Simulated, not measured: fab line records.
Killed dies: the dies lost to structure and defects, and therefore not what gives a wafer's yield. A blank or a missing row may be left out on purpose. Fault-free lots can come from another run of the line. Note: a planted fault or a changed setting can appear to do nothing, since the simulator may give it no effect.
Comparing a struck lot with a sound one | flow nand-harc | 16 out of 1302 route steps
Sound: wafers L480.3, L480.4, L480.5. Wafers L491.2, L491.3, L491.4 were the ones struck. The cause is named last.
Each step with rows lists, per side, the tool, then ch with its chambers, then its first start. Under that, the readings that differ: sound wafers | struck wafers | difference of the means | sigmas: that difference in standard deviations of wafers without a fault.
alike: a reading whose means differ by less than 2 such deviations, as well as words and numbers matching on both sides. not compared: withheld readings; readings where some wafer has no value; bounds like >300 that might hide an equal value; numbers whose values overlap and for which the record gives no deviation.
A row with sigmas, a row that says differs or no value, or rows on one side alone: a step with any of these is where the two part. Numbers that have no deviation but don't overlap get no sigmas and don't part them. A reading that every wafer of one side lacks parts them only if that side has two wafers or more.

NHARC_A_DECK1_JOINT_INSPECT_05:
  sound: defect-inspect-01 at day 13 07:34; struck: defect-inspect-02 at day 17 03:32
  alike: raw-defect-count
following that, 1 step holds no rows for these wafers, namely NHARC_A_ONON_D2_DEP_00 (target thickness 1000 nm).
NHARC_A_ONON_D2_THK_MEAS_02: measures by ellipsometry.
  sound: film-metro-01 at day 13 08:08; struck: film-metro-01 at day 17 04:07
  alike: thk-nm
following that, 1 step holds no rows for these wafers, namely NHARC_A_ONON_D2_DEP_03 (target thickness 1000 nm).
NHARC_A_ONON_D2_THK_MEAS_05: measures by ellipsometry.
  sound: film-metro-02 at day 13 08:43; struck: film-metro-02 at day 17 04:41
  reading     | sound          | struck      | difference | sigmas
  thk-nm (nm) | 1004 1006 1005 | 992 993 994 | -12        | -2
following that, 1 step holds no rows for these wafers, namely NHARC_A_ONON_D2_DEP_06 (target thickness 1000 nm).
NHARC_A_ONON_D2_THK_MEAS_08: measures by ellipsometry.
  sound: film-metro-02 at day 13 09:16; struck: film-metro-02 at day 17 05:15
  reading     | sound       | struck         | difference | sigmas
  thk-nm (nm) | 986 987 989 | 1012 1011 1011 | +24        | +2
following that, 1 step holds no rows for these wafers, namely NHARC_A_ONON_D2_DEP_09 (target thickness 1000 nm).
NHARC_A_ONON_D2_THK_MEAS_11: measures by ellipsometry.
  sound: film-metro-02 at day 13 09:50; struck: film-metro-01 at day 17 05:49
  alike: thk-nm
following that, 1 step holds no rows for these wafers, namely NHARC_A_ONON_D2_DEP_12 (target thickness 1000 nm).
NHARC_A_ONON_D2_THK_MEAS_14: measures by ellipsometry.
  sound: film-metro-02 at day 13 10:24; struck: film-metro-02 at day 17 06:23
  alike: thk-nm
then, 1 step without rows for these wafers: NHARC_A_ONON_D2_ANNEAL_15 (time 3600 s).
NHARC_A_ONON_D2_DEP_16: target thk 1000 nm.
  sound on pecvd-onon-01 ch 0, day 13 17:40; struck on pecvd-onon-01 ch 0, day 17 13:14
  alike: n2-flow-sccm
NHARC_A_ONON_D2_THK_MEAS_18: measures by ellipsometry.
  sound: film-metro-02 at day 13 18:04; struck: film-metro-02 at day 17 13:41
  reading     | sound          | struck      | difference | sigmas
  thk-nm (nm) | 1004 1005 1007 | 708 708 708 | -297       | -32
following that, 1 step holds no rows for these wafers, namely NHARC_A_ONON_D2_DEP_19 (target thickness 1000 nm).
-- the record jumps here: 12 days lie between the struck wafers' starts before and after (it left off in module A_ONON_D2 and takes up again in module END, whose first step shown is number 1302 of the route) --
NHARC_END_SORT_01:
  sound on prober-01 ch 0, day 25 09:11; struck on prober-01 ch 0, day 29 13:31
  reading         | sound    | struck      | difference | sigmas
  killed-at-array | 64 65 65 | 675 675 668 | +608       | +30
  killed-dies     | 73 74 75 | 677 677 677 | +603       | +29
  alike: killed-at-other, killed-at-periphery, killed-open, killed-short

## WHERE THEY PART
Earliest at NHARC_A_ONON_D2_THK_MEAS_05; latest, in this record, at NHARC_END_SORT_01.

WHY: the cause the simulator had injected
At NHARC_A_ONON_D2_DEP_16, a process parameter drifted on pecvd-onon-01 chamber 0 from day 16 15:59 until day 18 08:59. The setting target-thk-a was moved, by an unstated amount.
